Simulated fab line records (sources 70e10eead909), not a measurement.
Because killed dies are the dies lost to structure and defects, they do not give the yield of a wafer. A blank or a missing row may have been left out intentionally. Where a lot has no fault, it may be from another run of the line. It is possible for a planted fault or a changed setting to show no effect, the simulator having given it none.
fab line records	flow nand-harc	part 1 of 2: steps 1 to 24 of 38
record: lots: 5	wafers: 15	last-day: 23
route steps=1159 shown P_STI@80 P_GATE@110
lots with no fault: from the same line, run without faults
start-h: hours from the record's opening day to when the first of the lot's shown wafers began	wait-h: hours since the lot's step before	" as in the row above	L1.1+2: a row that stands for several wafers	- no value present, or no start provided	* or withheld: withheld	< > ~ a bound
route shown NAME@n: names a module that has steps shown in the file, with the first one's number in the route	usual: average and standard deviation across the fault-free wafers	same: alike in all rows	chamber/n: place in a boat	sites: readings site by site	_std_site: how widely they spread, as a standard deviation	_edge_site: mean of outer sites minus mean of inner sites	radius-mm: how far each site lies from the wafer's centre	mask NAME#n: copy n	behind: the last tool/chamber to shape the wafer	hold: what put the lot on hold/how long, in hours/how the hold closed	device: which transistor (n, p or np) failed to switch	end of line: the route-end tests of the same wafers	for a step that has no rows: nothing shown but its recipe	killed: dies that structure and defects cost at the first sort, which is not the same as the wafer's yield	map: shows each die of a wafer: x if killed, . if not, _ if none is there
set.NAME: the setting the step ran with; set.NAME@STEP: the setting that earlier step ran with	model.NAME: the simulator's own value behind a step, which no gauge read
lots at some steps of the route; a table a step, a row a wafer
services: from which hour (start-h, from the record's first day; less than 0 if before it) a tool's chamber was out of use, for how many hours, and why
== steps ==
step: NHARC_P_STI_EXPOSE_06
recipe: na: 0.55	target-cd-nm: 200	dose-mj: 37.69	mask-id: P_STI
usual: focus-offset-nm: 0.0/0.5
lot.wafer	tool	chamber	start-h	wait-h	mask	focus-offset-nm
L076.3	krf-scanner-02	0	50.16	-	P_STI#0	0.6
L076.4	"	0	"	"	P_STI#0	0.0
L076.6	"	0	"	"	P_STI#0	-0.9
L084.4	krf-scanner-03	0	95.97	-	P_STI#0	0.4
L084.5	"	0	"	"	P_STI#0	0.1
L084.6	"	0	"	"	P_STI#0	-0.9
L085.3	krf-scanner-02	0	101.23	-	P_STI#0	-0.1
L085.4	"	0	"	"	P_STI#0	-0.8
L085.5	"	0	"	"	P_STI#0	0.0
L089.3	krf-scanner-01	0	130.48	-	P_STI#0	0.1
L089.4	"	0	"	"	P_STI#0	0.6
L089.6	"	0	"	"	P_STI#0	0.4
L092.2	krf-scanner-01	0	140.05	-	P_STI#0	0.0
L092.4	"	0	"	"	P_STI#0	0.5
L092.6	"	0	"	"	P_STI#0	0.1
step: NHARC_P_STI_PEB_07
recipe: peb-temp-c: 128	peb-time-s: 80
usual: plate-temp-C: 127.99/0.14
lot.wafer	tool	chamber	start-h	wait-h	plate-temp-C
L076.3	litho-track-07	0	50.21	0.1	128.22
L076.4	"	0	"	"	127.99
L076.6	"	0	"	"	127.96
L084.4	litho-track-03	0	96.02	0.0	128.07
L084.5	"	0	"	"	128.19
L084.6	"	0	"	"	127.99
L085.3	litho-track-07	0	101.29	0.1	128.01
L085.4	"	0	"	"	127.75
L085.5	"	0	"	"	127.81
L089.3	litho-track-05	0	130.54	0.1	128.08
L089.4	"	0	"	"	127.82
L089.6	"	0	"	"	127.99
L092.2	litho-track-07	0	140.12	0.1	127.96
L092.4	"	0	"	"	128.13
L092.6	"	0	"	"	128.03
step: NHARC_P_STI_DEVELOP_08
recipe: time-s: 50	dev-temp-c: 22
usual: developer-temp-C: 21.99/0.11
lot.wafer	tool	chamber	start-h	wait-h	developer-temp-C
L076.3	litho-track-07	0	-	-	22.17
L076.4	"	0	"	"	21.98
L076.6	"	0	"	"	22.08
L084.4	litho-track-03	0	-	-	21.89
L084.5	"	0	"	"	22.04
L084.6	"	0	"	"	22.26
L085.3	litho-track-07	0	-	-	21.83
L085.4	"	0	"	"	22.03
L085.5	"	0	"	"	21.92
L089.3	litho-track-05	0	-	-	21.79
L089.4	"	0	"	"	21.92
L089.6	"	0	"	"	21.81
L092.2	litho-track-07	0	-	-	21.97
L092.4	"	0	"	"	21.88
L092.6	"	0	"	"	21.96
step: NHARC_P_STI_CD_MEAS_09
recipe: target-cd-nm: 200	landing-energy-ev: 500
usual: cd-nm: 200/3
lot.wafer	tool	chamber	start-h	wait-h	cd-nm
L076.3	cd-sem-01	0	50.30	-	200
L076.4	"	0	"	"	196
L076.6	"	0	"	"	199
L084.4	cd-sem-02	0	96.11	-	202
L084.5	"	0	"	"	196
L084.6	"	0	"	"	200
L085.3	cd-sem-03	0	101.38	-	200
L085.4	"	0	"	"	201
L085.5	"	0	"	"	201
L089.3	cd-sem-03	0	130.62	-	196
L089.4	"	0	"	"	200
L089.6	"	0	"	"	198
L092.2	cd-sem-02	0	140.20	-	201
L092.4	"	0	"	"	203
L092.6	"	0	"	"	197
step: NHARC_P_STI_OVL_MEAS_10
usual: overlay-x-nm: 0/4.8	overlay-y-nm: -1/6.1
lot.wafer	tool	chamber	start-h	wait-h	overlay-x-nm	overlay-y-nm
L076.3	overlay-02	-	50.39	-	2	2
L076.4	"	-	"	"	1	2
L076.6	"	-	"	"	2	2
L084.4	overlay-02	-	96.20	-	2	-6
L084.5	"	-	"	"	1	-6
L084.6	"	-	"	"	2	-5
L085.3	overlay-02	-	101.46	-	-12	5
L085.4	"	-	"	"	-12	6
L085.5	"	-	"	"	-12	6
L089.3	overlay-02	-	130.71	-	5	1
L089.4	"	-	"	"	4	1
L089.6	"	-	"	"	4	1
L092.2	overlay-02	-	140.29	-	-3	11
L092.4	"	-	"	"	-2	11
L092.6	"	-	"	"	-2	11
step: NHARC_P_STI_INSPECT_11
usual: raw-defect-count: 5.3/2.7
lot.wafer	tool	chamber	start-h	wait-h	raw-defect-count
L076.3	defect-inspect-01	-	50.42	0.0	4
L076.4	"	-	"	"	2
L076.6	"	-	"	"	5
L084.4	defect-inspect-01	-	96.24	0.0	8
L084.5	"	-	"	"	3
L084.6	"	-	"	"	4
L085.3	defect-inspect-02	-	101.50	0.0	3
L085.4	"	-	"	"	4
L085.5	"	-	"	"	6
L089.3	defect-inspect-02	-	130.74	0.0	6
L089.4	"	-	"	"	4
L089.6	"	-	"	"	7
L092.2	defect-inspect-01	-	140.32	0.0	4
L092.4	"	-	"	"	5
L092.6	"	-	"	"	5
step: NHARC_P_STI_HARDBAKE_13
recipe: temp-c: 118	time-s: 65
usual: plate-temp-C: 118.00/0.16
lot.wafer	tool	chamber	start-h	wait-h	plate-temp-C
L076.3	litho-track-05	0	50.48	0.1	118.31
L076.4	"	0	"	"	118.04
L076.6	"	0	"	"	118.06
L084.4	litho-track-03	0	96.30	0.1	118.10
L084.5	"	0	"	"	117.92
L084.6	"	0	"	"	118.10
L085.3	litho-track-05	0	101.56	0.1	118.23
L085.4	"	0	"	"	118.11
L085.5	"	0	"	"	118.12
L089.3	litho-track-05	0	130.81	0.1	117.63
L089.4	"	0	"	"	117.63
L089.6	"	0	"	"	117.75
L092.2	litho-track-03	0	140.38	0.1	117.78
L092.4	"	0	"	"	118.05
L092.6	"	0	"	"	117.81
step: NHARC_P_STI_DESCUM_14
recipe: time-s: 3	o2-flow-sccm: 200	ar-flow-sccm: 0	bias-power-w: 0	chemistry: O2
usual: drypump-motor-current-A: 5.8/0.38	oes-product-au: 1.003/0.011	rf-vpp-V: 57.8/0.95	showerhead-plenum-p-Torr: 1.92/0.08	throttle-valve-pct: 11.311/0.009
lot.wafer	tool	chamber	start-h	wait-h	drypump-motor-current-A	oes-product-au	rf-hours-counter-h	rf-vpp-V	showerhead-plenum-p-Torr	throttle-valve-pct
L076.4	rie-diel-07	2	50.57	-	5.9	1.005	3.3	58.7	1.90	11.309
L076.3	"	3	"	"	6.5	1.016	3.5	58.4	2.00	11.314
L076.6	"	1	"	"	6.3	1.002	-	57.7	1.92	11.304
L084.4	rie-diel-06	2	96.38	-	5.8	1.016	0.5	59.3	2.07	11.307
L084.5	"	1	"	"	6.0	1.016	-	58.4	1.97	11.313
L084.6	"	2	"	"	5.8	1.020	-	57.3	2.07	11.306
L085.4	rie-diel-06	3	101.63	-	6.5	1.004	1.0	58.7	1.85	11.313
L085.3	"	2	"	"	5.8	1.009	0.9	59.3	2.07	11.310
L085.5	"	0	"	"	5.4	1.012	-	57.9	1.83	11.307
L089.3	rie-diel-04	3	130.90	-	5.4	0.991	0.9	57.9	1.85	11.318
L089.6	"	0	"	"	5.7	1.002	-	56.9	1.96	11.308
L089.4	"	3	"	"	5.4	0.992	-	56.5	1.85	11.294
L092.2	rie-diel-04	0	140.48	-	5.7	0.997	2.0	58.1	1.96	11.320
L092.6	"	1	"	"	5.5	1.002	-	57.7	1.83	11.307
L092.4	"	0	"	"	5.7	1.008	-	58.8	1.96	11.297
step: NHARC_P_STI_ETCH_42
recipe: target-depth-a: 800	overetch-a: 240	time-s: 61	ion-energy-ev: 200	n2-flow-sccm: 150	h2-flow-sccm: 150	ar-flow-sccm: 0	rf-w: 400	bias-w: 150	chemistry: N2/H2
usual: drypump-motor-current-A: 5.8/0.4	n2-flow-sccm: 150.0/0.41	oes-product-au: 1.001/0.012	rf-vpp-V: 430.6/2.5	showerhead-plenum-p-Torr: 2.04/0.085	throttle-valve-pct: 14.172/0.0084
lot.wafer	tool	chamber	start-h	wait-h	drypump-motor-current-A	n2-flow-sccm	oes-product-au	rf-hours-counter-h	rf-vpp-V	showerhead-plenum-p-Torr	throttle-valve-pct
L076.3	rie-diel-07	2	50.65	0.1	5.8	150.8	1.013	3.3	429.3	2.03	14.172
L076.4	"	3	"	"	6.5	150.0	1.023	3.5	432.1	2.13	14.157
L076.6	"	1	"	"	6.3	150.0	1.005	-	431.0	2.04	14.170
L084.4	rie-diel-06	2	96.46	0.1	5.8	149.7	1.003	0.5	435.0	2.21	14.178
L084.5	"	0	"	"	5.4	150.3	1.010	-	427.1	1.94	14.187
L084.6	"	1	"	"	6.0	149.2	1.014	-	433.0	2.10	14.166
L085.4	rie-diel-06	1	101.72	0.1	6.0	150.6	1.020	1.0	432.8	2.10	14.178
L085.3	"	3	"	"	6.4	149.8	1.004	1.0	430.3	1.97	14.198
L085.5	"	1	"	"	6.0	150.7	1.004	-	432.6	2.10	14.166
L089.3	rie-diel-04	1	130.99	0.1	5.6	149.6	1.015	0.9	427.9	1.94	14.181
L089.6	"	0	"	"	5.7	149.6	1.003	-	431.8	2.09	14.172
L089.4	"	3	"	"	5.3	149.8	0.999	-	428.5	1.97	14.167
L092.2	rie-diel-04	0	140.56	0.1	5.7	149.9	1.018	2.0	431.9	2.09	14.182
L092.6	"	1	"	"	5.6	149.9	1.011	-	427.7	1.94	14.164
L092.4	"	3	"	"	5.3	150.2	1.001	-	428.5	1.97	14.182
step: NHARC_P_STI_ETCH_31
recipe: target-depth-a: 1089	time-s: 54.5	cf4-flow-sccm: 100	chf3-flow-sccm: 30	ar-flow-sccm: 0	rf-w: 500	bias-w: 200	chemistry: CF4/CHF3
usual: cf4-flow-sccm: 100.0/0.31	drypump-motor-current-A: 5.8/0.39	oes-product-au: 0.967/0.016	rf-vpp-V: 370.7/2.2	showerhead-plenum-p-Torr: 1.58/0.061	throttle-valve-pct: 16.802/0.0092
lot.wafer	tool	chamber	start-h	wait-h	cf4-flow-sccm	drypump-motor-current-A	oes-product-au	rf-hours-counter-h	rf-vpp-V	showerhead-plenum-p-Torr	throttle-valve-pct
L076.3	rie-diel-07	0	-	-	99.9	5.2	0.937	3.5	370.6	1.55	16.816
L076.4	"	2	"	"	100.2	5.8	0.982	3.3	371.4	1.56	16.795
L076.6	"	0	"	"	100.3	5.2	0.932	-	371.0	1.56	16.786
L084.4	rie-diel-06	1	-	-	100.1	6.0	0.965	0.6	373.7	1.62	16.812
L084.5	"	2	"	"	100.2	5.8	0.966	-	375.8	1.69	16.798
L084.6	"	3	"	"	100.2	6.4	0.984	-	369.9	1.52	16.805
L085.3	rie-diel-06	2	-	-	99.9	5.8	0.986	1.0	374.2	1.69	16.807
L085.4	"	3	"	"	100.5	6.4	0.958	1.0	368.7	1.52	16.820
L085.5	"	1	"	"	100.2	6.1	0.988	-	372.1	1.62	16.792
L089.3	rie-diel-04	0	-	-	99.5	5.7	0.965	0.9	372.9	1.61	16.818
L089.6	"	3	"	"	100.0	5.3	0.957	-	368.3	1.52	16.800
L089.4	"	0	"	"	99.9	5.7	0.952	-	372.8	1.61	16.812
L092.2	rie-diel-04	3	-	-	99.9	5.3	0.958	2.0	370.0	1.52	16.804
L092.4	"	1	"	"	100.0	5.6	0.977	-	369.8	1.51	16.815
L092.6	"	3	"	"	100.0	5.3	0.954	-	368.8	1.52	16.786
step: NHARC_P_STI_ETCH_15
recipe: target-depth-a: 3000	taper-deg: 4	time-s: 100.1	hbr-flow-sccm: 150	cl2-flow-sccm: 50	rf-w: 400	icp-w: 400	bias-w: 100	chemistry: HBr/Cl2
usual: drypump-motor-current-A: 5.7/0.45	hbr-flow-sccm: 150.0/0.46	oes-product-au: 0.998/0.013	throttle-valve-pct: 26.407/0.0099
lot.wafer	tool	chamber	start-h	wait-h	drypump-motor-current-A	hbr-flow-sccm	oes-product-au	rf-hours-counter-h	throttle-valve-pct
L076.4	rie-si-01	0	50.86	-	5.8	150.7	0.988	0.7	26.419
L076.3	"	1	"	"	4.8	150.1	1.020	0.7	26.409
L076.6	"	3	"	"	5.3	150.2	1.017	-	26.409
L084.4	rie-si-04	1	96.67	-	5.1	149.8	0.999	1.1	26.407
L084.5	"	3	"	"	5.5	149.9	1.000	-	26.405
L084.6	"	0	"	"	5.9	150.7	0.985	-	26.417
L085.3	rie-si-01	1	101.90	-	4.8	149.9	0.990	1.1	26.422
L085.4	"	2	"	"	6.0	149.8	0.985	-	26.401
L085.5	"	0	"	"	5.8	150.0	0.999	-	26.417
L089.3	rie-si-04	1	131.21	-	5.1	150.1	0.999	0.2	26.403
L089.4	"	2	"	"	6.6	149.8	1.014	0.1	26.392
L089.6	"	1	"	"	5.1	150.1	1.006	-	26.416
L092.2	rie-si-04	0	140.79	-	5.9	150.1	0.997	0.2	26.410
L092.4	"	2	"	"	6.5	149.9	0.999	0.2	26.423
L092.6	"	0	"	"	5.9	150.7	0.996	-	26.406
step: NHARC_P_STI_CD_MEAS_16
usual: cd-nm: 200/3
lot.wafer	tool	chamber	start-h	wait-h	cd-nm
L076.3	cd-sem-03	-	51.00	-	201
L076.4	"	-	"	"	197
L076.6	"	-	"	"	198
L084.4	cd-sem-01	-	96.81	-	202
L084.5	"	-	"	"	196
L084.6	"	-	"	"	201
L085.3	cd-sem-02	-	102.10	-	200
L085.4	"	-	"	"	199
L085.5	"	-	"	"	198
L089.3	cd-sem-03	-	131.36	-	196
L089.4	"	-	"	"	199
L089.6	"	-	"	"	199
L092.2	cd-sem-03	-	140.95	-	202
L092.4	"	-	"	"	204
L092.6	"	-	"	"	197
step: NHARC_P_STI_OCD_MEAS_17
usual: trench-depth-nm: 300/6.2	trench-foot-cd-nm: 158/3.2
lot.wafer	tool	chamber	start-h	wait-h	trench-depth-nm	trench-foot-cd-nm
L076.3	ocd-02	-	51.08	0.1	308	158
L076.4	"	-	"	"	295	155
L076.6	"	-	"	"	308	155
L084.4	ocd-01	-	96.90	0.1	301	161
L084.5	"	-	"	"	296	155
L084.6	"	-	"	"	294	159
L085.3	ocd-01	-	102.19	0.1	299	157
L085.4	"	-	"	"	294	160
L085.5	"	-	"	"	298	159
L089.3	ocd-02	-	131.44	0.1	299	155
L089.4	"	-	"	"	303	158
L089.6	"	-	"	"	300	156
L092.2	ocd-01	-	141.04	0.1	298	160
L092.4	"	-	"	"	302	160
L092.6	"	-	"	"	298	155
step: NHARC_P_STI_STRIP_19
recipe: time-s: 900	temp-c: 130	chemistry: SPM
usual: temp-c: 130.01/0.15
lot.wafer	tool	chamber	start-h	wait-h	temp-c
L076.6	wet-bench-01	5	51.14	0.1	129.76
L076.3	"	7	"	"	129.61
L076.4	"	1	"	"	129.89
L084.4	wet-bench-01	1	96.96	0.1	130.11
L084.6	"	2	"	"	129.91
L084.5	"	3	"	"	130.26
L085.3	wet-bench-03	7	102.25	0.1	130.00
L085.5	"	0	"	"	130.12
L085.4	"	1	"	"	129.71
L089.4	wet-bench-03	3	131.51	0.1	130.00
L089.6	"	4	"	"	130.17
L089.3	"	7	"	"	129.87
L092.4	wet-bench-03	7	141.09	0.0	130.17
L092.2	"	0	"	"	129.94
L092.6	"	4	"	"	130.27
step: NHARC_P_STI_PRECLEAN_32
recipe: time-s: *	temp-c: 50	bath-age-min: 0	chemistry: SC1
usual: h2o2-flow-mL-min: 56.58/0.17	temp-c: 50.00/0.11
lot.wafer	tool	chamber	start-h	wait-h	h2o2-flow-mL-min	temp-c
L076.6	wet-bench-01	5	-	-	56.37	49.98
L076.3	"	7	"	"	56.28	50.11
L076.4	"	1	"	"	56.91	50.06
L084.4	wet-bench-01	1	-	-	56.76	49.93
L084.6	"	2	"	"	56.52	50.05
L084.5	"	3	"	"	56.46	50.15
L085.3	wet-bench-03	7	-	-	56.36	50.05
L085.5	"	0	"	"	56.75	50.08
L085.4	"	1	"	"	56.39	49.87
L089.4	wet-bench-03	3	-	-	56.43	50.15
L089.6	"	4	"	"	56.70	50.09
L089.3	"	7	"	"	56.72	49.97
L092.4	wet-bench-03	7	-	-	56.83	50.14
L092.2	"	0	"	"	56.57	49.92
L092.6	"	4	"	"	56.48	49.92
step: NHARC_P_STI_SRD_23
lot.wafer	tool	chamber	start-h	wait-h
L076.6+3+4	wet-bench-01	5,7,1	-	-
L084.4+6+5	wet-bench-01	1,2,3	-	-
L085.3+5+4	wet-bench-03	7,0,1	-	-
L089.4+6+3	wet-bench-03	3,4,7	-	-
L092.4+2+6	wet-bench-03	7,0,4	-	-
step: NHARC_P_STI_OCD_MEAS_43
usual: trench-depth-nm: 300/6.3	trench-foot-cd-nm: 158/3.3
lot.wafer	tool	chamber	start-h	wait-h	trench-depth-nm	trench-foot-cd-nm
L076.3	ocd-02	-	51.59	-	309	157
L076.4	"	-	"	"	296	154
L076.6	"	-	"	"	308	155
L084.4	ocd-02	-	97.42	-	300	161
L084.5	"	-	"	"	296	155
L084.6	"	-	"	"	293	159
L085.3	ocd-02	-	102.69	-	300	158
L085.4	"	-	"	"	294	160
L085.5	"	-	"	"	298	159
L089.3	ocd-02	-	131.97	-	299	154
L089.4	"	-	"	"	303	158
L089.6	"	-	"	"	301	156
L092.2	ocd-01	-	141.55	-	299	160
L092.4	"	-	"	"	302	161
L092.6	"	-	"	"	298	155
step: NHARC_P_STI_OXIDE_33
recipe: target-thk-a: 100	temp-c: 1000	ox-time-s: 281	material: SiO2
usual: spike-tc-centre-C: 999.7/1.3
lot.wafer	tool	chamber	start-h	wait-h	spike-tc-centre-C
L076.3	furnace-08	0	55.94	4.3	1000.6
L076.4	"	0	"	"	1001.3
L076.6	"	0	"	"	999.8
L084.4	furnace-02	0	103.10	5.7	999.6
L084.5	"	0	"	"	1000.0
L084.6	"	0	"	"	998.7
L085.3	furnace-02	0	103.10	0.4	1000.9
L085.4	"	0	"	"	998.8
L085.5	"	0	"	"	1000.0
L089.3	furnace-06	0	136.56	4.6	998.7
L089.4	"	0	"	"	997.6
L089.6	"	0	"	"	997.5
L092.2	furnace-08	0	144.99	3.4	1001.2
L092.4	"	0	"	"	1000.0
L092.6	"	0	"	"	1000.1
step: NHARC_P_STI_HDPCVD_20
recipe: target-thk-a: withheld	sigma-open-frac: withheld	material: SiO2
lot.wafer	tool	chamber	start-h	wait-h
L076.3+4+6	hdpcvd-01	0,1,1	60.77	0.5
L084.4+6+5	hdpcvd-01	0,1,0	108.09	0.6
L085.4+3+5	hdpcvd-01	0,1,0	108.50	1.0
L089.4+3+6	hdpcvd-01	0,1,0	141.90	1.0
L092.2+4+6	hdpcvd-01	0	150.14	0.9
step: NHARC_P_STI_ANNEAL_34
recipe: temp-c: 1000	time-s: 1800
usual: spike-tc-centre-C: 999.5/1.4
lot.wafer	tool	chamber	start-h	wait-h	spike-tc-centre-C
L076.3	furnace-08	0	64.81	4.0	1000.9
L076.4	"	0	"	"	1000.6
L076.6	"	0	"	"	1001.0
L084.4	furnace-06	0	114.67	6.5	997.7
L084.5	"	0	"	"	997.0
L084.6	"	0	"	"	999.0
L085.3	furnace-06	0	114.67	6.0	998.0
L085.4	"	0	"	"	1000.4
L085.5	"	0	"	"	997.9
L089.3	furnace-02	0	145.52	3.5	1000.4
L089.4	"	0	"	"	1000.4
L089.6	"	0	"	"	999.2
L092.2	furnace-06	0	153.91	3.7	999.0
L092.4	"	0	"	"	995.7
L092.6	"	0	"	"	997.7
step: NHARC_P_STI_CMP_21
recipe: t-overpolish-s: 20	target-thk-nm: 380.67
usual: motor-current-A: 11.2/1.1	overpolish-run-s: 19.999/0.0085	slurry-flow-ml-min: 150.0/0.45
lot.wafer	tool	chamber	start-h	wait-h	motor-current-A	overpolish-run-s	slurry-flow-ml-min
L076.4	cmp-03	1	69.71	0.4	11.6	20.000	150.3
L076.3	"	0	"	"	12.4	20.005	150.8
L076.6	"	2	"	"	11.4	19.998	150.2
L085.4	cmp-03	0	119.58	0.4	13.4	19.985	150.7
L085.3	"	2	"	"	11.0	20.001	149.9
L085.5	"	3	"	"	10.0	20.008	150.2
L084.4	cmp-02	1	119.63	0.4	11.1	19.999	149.8
L084.6	"	2	"	"	10.5	19.994	150.0
L084.5	"	3	"	"	10.8	19.997	148.8
L089.3	cmp-03	3	150.42	0.4	10.2	20.007	149.4
L089.4	"	1	"	"	11.5	20.008	151.0
L089.6	"	3	"	"	10.4	20.014	150.1
L092.4	cmp-01	1	158.87	0.4	10.2	19.991	149.8
L092.2	"	0	"	"	13.8	20.001	149.8
L092.6	"	1	"	"	10.5	20.000	149.7
step: NHARC_P_STI_SRD_35
lot.wafer	tool	chamber	start-h	wait-h
L076.3+4+6	wet-bench-04	0,1,2	70.02	0.0
L085.5+4+3	wet-bench-01	6,1,3	119.85	0.0
L084.5+6+4	wet-bench-03	3,4,7	119.86	0.0
L089.6+3+4	wet-bench-01	2,3,4	150.71	0.0
L092.2+6+4	wet-bench-03	7,1,3	159.18	0.0
step: NHARC_P_STI_ETCH_36
recipe: target-depth-a: 388	chemistry: dHF	material: SiO2
lot.wafer	tool	chamber	start-h	wait-h
L076.3+4+6	wet-bench-04	0,1,2	70.04	0.0
L085.5+4+3	wet-bench-01	6,1,3	119.88	0.0
L084.5+6+4	wet-bench-03	3,4,7	119.88	0.0
L089.6+3+4	wet-bench-01	2,3,4	150.73	0.0
L092.2+6+4	wet-bench-03	7,1,3	159.20	0.0
step: NHARC_P_STI_STRIP_24
recipe: temp-c: 160	chemistry: H3PO4	material: Si3N4
usual: temp-c: 160.00/0.15
lot.wafer	tool	chamber	start-h	wait-h	temp-c
L076.3	wet-bench-04	0	70.06	0.0	159.74
L076.4	"	1	"	"	160.01
L076.6	"	2	"	"	159.88
L085.5	wet-bench-01	6	119.89	0.0	159.93
L085.4	"	1	"	"	160.09
L085.3	"	3	"	"	159.90
L084.5	wet-bench-03	3	119.90	0.0	160.09
L084.6	"	4	"	"	159.95
L084.4	"	7	"	"	159.70
L089.6	wet-bench-01	2	150.75	0.0	159.88
L089.3	"	3	"	"	159.91
L089.4	"	4	"	"	160.24
L092.2	wet-bench-03	7	159.22	0.0	159.82
L092.6	"	1	"	"	159.81
L092.4	"	3	"	"	159.82
